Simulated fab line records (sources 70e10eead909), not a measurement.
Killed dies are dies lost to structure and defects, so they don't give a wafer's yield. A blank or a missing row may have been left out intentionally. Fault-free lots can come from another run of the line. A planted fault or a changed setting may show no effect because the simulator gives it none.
A sampling plan put to the test / flow nand-harc / 14 faults told of in these records, all on one fab line, each judged by the records of the lots it struck
What counts as the plan is the set of the line's own looks, namely the steps on the route at which a gauge or an inspection reads a wafer and does not change it. A look is open to judgement when struck wafers have a number at it and the file gives its usual mean and standard deviation on fault-free wafers. Caught: the struck wafers' mean, at a look after the fault's first step, is 4 or more of those standard deviations (sigma) away from the usual mean. On the tool: here the same test is run on the tool's own readings at the fault's steps. It also counts as caught if the struck wafers ran another recipe or if their record alone is blank.

## THE FAULTS, as the simulator had put them in
1. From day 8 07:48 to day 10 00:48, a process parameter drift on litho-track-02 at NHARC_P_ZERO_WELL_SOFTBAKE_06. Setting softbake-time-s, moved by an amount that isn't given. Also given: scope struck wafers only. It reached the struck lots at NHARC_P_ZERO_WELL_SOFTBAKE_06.
2. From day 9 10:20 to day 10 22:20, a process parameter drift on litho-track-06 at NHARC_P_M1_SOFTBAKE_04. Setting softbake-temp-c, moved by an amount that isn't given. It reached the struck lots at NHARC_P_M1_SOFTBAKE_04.
3. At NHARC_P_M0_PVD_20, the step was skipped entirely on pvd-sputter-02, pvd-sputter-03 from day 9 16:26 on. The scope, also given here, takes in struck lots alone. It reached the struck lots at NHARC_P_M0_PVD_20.
4. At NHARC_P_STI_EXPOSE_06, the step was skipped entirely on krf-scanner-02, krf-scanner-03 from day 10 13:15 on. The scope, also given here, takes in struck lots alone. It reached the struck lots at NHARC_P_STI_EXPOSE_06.
5. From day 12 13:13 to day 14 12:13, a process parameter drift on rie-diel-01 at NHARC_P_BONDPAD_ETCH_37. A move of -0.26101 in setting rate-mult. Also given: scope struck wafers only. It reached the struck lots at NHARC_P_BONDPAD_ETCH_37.
6. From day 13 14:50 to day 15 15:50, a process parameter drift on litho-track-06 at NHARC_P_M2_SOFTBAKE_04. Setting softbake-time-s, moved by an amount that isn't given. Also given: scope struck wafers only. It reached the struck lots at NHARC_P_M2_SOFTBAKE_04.
7. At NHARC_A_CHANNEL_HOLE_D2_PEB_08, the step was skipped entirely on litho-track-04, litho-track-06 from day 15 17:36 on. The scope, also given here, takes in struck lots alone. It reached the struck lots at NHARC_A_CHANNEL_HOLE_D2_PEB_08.
8. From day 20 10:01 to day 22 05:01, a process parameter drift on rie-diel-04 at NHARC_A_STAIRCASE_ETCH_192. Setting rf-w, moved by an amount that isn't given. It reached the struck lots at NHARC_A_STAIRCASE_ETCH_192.
9. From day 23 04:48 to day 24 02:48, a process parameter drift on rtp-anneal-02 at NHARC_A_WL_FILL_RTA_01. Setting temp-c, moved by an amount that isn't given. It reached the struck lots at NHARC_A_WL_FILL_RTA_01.
10. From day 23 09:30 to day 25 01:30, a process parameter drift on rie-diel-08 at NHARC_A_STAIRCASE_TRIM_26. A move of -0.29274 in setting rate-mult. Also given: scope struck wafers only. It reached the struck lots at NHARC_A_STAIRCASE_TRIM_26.
11. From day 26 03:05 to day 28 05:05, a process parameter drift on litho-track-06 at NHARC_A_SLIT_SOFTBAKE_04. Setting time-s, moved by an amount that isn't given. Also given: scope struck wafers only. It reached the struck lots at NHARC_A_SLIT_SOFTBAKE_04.
12. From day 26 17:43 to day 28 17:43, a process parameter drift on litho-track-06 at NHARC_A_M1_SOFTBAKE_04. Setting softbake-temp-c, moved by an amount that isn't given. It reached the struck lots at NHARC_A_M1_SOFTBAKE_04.
13. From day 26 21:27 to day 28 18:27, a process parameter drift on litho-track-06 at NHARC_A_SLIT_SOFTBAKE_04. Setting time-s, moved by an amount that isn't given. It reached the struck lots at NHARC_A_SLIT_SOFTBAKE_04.
14. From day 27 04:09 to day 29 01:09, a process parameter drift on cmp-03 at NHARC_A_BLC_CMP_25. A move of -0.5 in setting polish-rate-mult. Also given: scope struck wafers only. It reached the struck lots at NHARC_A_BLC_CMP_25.

## WHAT THE PLAN SAW
fault=1; on the tool itself=heater-power-total-W +19 sigma; first look that catches it=not the one look that can be judged after it; reading, sigma=-; median hours from its first step to that look=-; hours from the fault's start to the first struck lot there=-; judged looks passed uncaught=1
fault=2; on the tool itself=heater-power-total-W -73 sigma; first look that catches it=none of the 2 looks that can be judged after it; reading, sigma=-; median hours from its first step to that look=-; hours from the fault's start to the first struck lot there=-; judged looks passed uncaught=2
fault=3; on the tool itself=the tool's record is blank for the struck wafers; first look that catches it=not the one look that can be judged after it; reading, sigma=-; median hours from its first step to that look=-; hours from the fault's start to the first struck lot there=-; judged looks passed uncaught=1
fault=4; on the tool itself=no reading that can be judged; first look that catches it=no look after it can be judged; reading, sigma=-; median hours from its first step to that look=-; hours from the fault's start to the first struck lot there=-; judged looks passed uncaught=0
fault=5; on the tool itself=oes-product-au -19 sigma; first look that catches it=not the one look that can be judged after it; reading, sigma=-; median hours from its first step to that look=-; hours from the fault's start to the first struck lot there=-; judged looks passed uncaught=1
fault=6; on the tool itself=heater-power-total-W +99 or beyond sigma; first look that catches it=no look after it can be judged; reading, sigma=-; median hours from its first step to that look=-; hours from the fault's start to the first struck lot there=-; judged looks passed uncaught=0
fault=7; on the tool itself=the tool's record is blank for the struck wafers; first look that catches it=no look after it can be judged; reading, sigma=-; median hours from its first step to that look=-; hours from the fault's start to the first struck lot there=-; judged looks passed uncaught=0
fault=8; on the tool itself=rf-fwd-power-W -42 sigma; first look that catches it=no look after it can be judged; reading, sigma=-; median hours from its first step to that look=-; hours from the fault's start to the first struck lot there=-; judged looks passed uncaught=0
fault=9; on the tool itself=wafer_temp_C_max -24 sigma; first look that catches it=no look after it can be judged; reading, sigma=-; median hours from its first step to that look=-; hours from the fault's start to the first struck lot there=-; judged looks passed uncaught=0
fault=10; on the tool itself=oes-product-au -19 sigma; first look that catches it=NHARC_END_SORT_01; reading, sigma=killed-at-array +23; median hours from its first step to that look=213.1; hours from the fault's start to the first struck lot there=226; judged looks passed uncaught=0
fault=11; on the tool itself=heater-power-total-W +99 or beyond sigma; first look that catches it=not the one look that can be judged after it; reading, sigma=-; median hours from its first step to that look=-; hours from the fault's start to the first struck lot there=-; judged looks passed uncaught=1
fault=12; on the tool itself=heater-power-total-W +42 sigma; first look that catches it=none of the 2 looks that can be judged after it; reading, sigma=-; median hours from its first step to that look=-; hours from the fault's start to the first struck lot there=-; judged looks passed uncaught=2
fault=13; on the tool itself=heater-power-total-W +84 sigma; first look that catches it=no look after it can be judged; reading, sigma=-; median hours from its first step to that look=-; hours from the fault's start to the first struck lot there=-; judged looks passed uncaught=0
fault=14; on the tool itself=overpolish-run-s -99 or beyond sigma; first look that catches it=not the one look that can be judged after it; reading, sigma=-; median hours from its first step to that look=-; hours from the fault's start to the first struck lot there=-; judged looks passed uncaught=1
A dash: the fault isn't caught, or these records don't give the number.

Caught at a look: 1 of 14. Caught on the tool: 13 of 14. By one or the other: 13 of 14.
On the tool alone, faults 1, 2, 3, 5, 6, 7, 8, 9, 11, 12, 13, 14 were caught.
Caught by neither: fault 4.

## THINNER SAMPLING
Were the look that catches a fault to measure just every second or every third lot (counted by lot number), the first struck lot would, at worst, be measured this late:
fault=10; struck lots at that look, in order of time=L299, L302; every lot=226 h; every second lot=238 h; every third lot=may miss all 2
Hours: fault start to first struck lot measured. 4 sigma limit: tested on the pooled struck wafers, so a lone lot may be under it. Other struck lots may not be in these records.

## THE LONGEST TIMED WAY FROM STEP TO LOOK
In fault 10, a median of 213.1 hours elapses between NHARC_A_STAIRCASE_TRIM_26 and NHARC_END_SORT_01. No look between them can be judged.
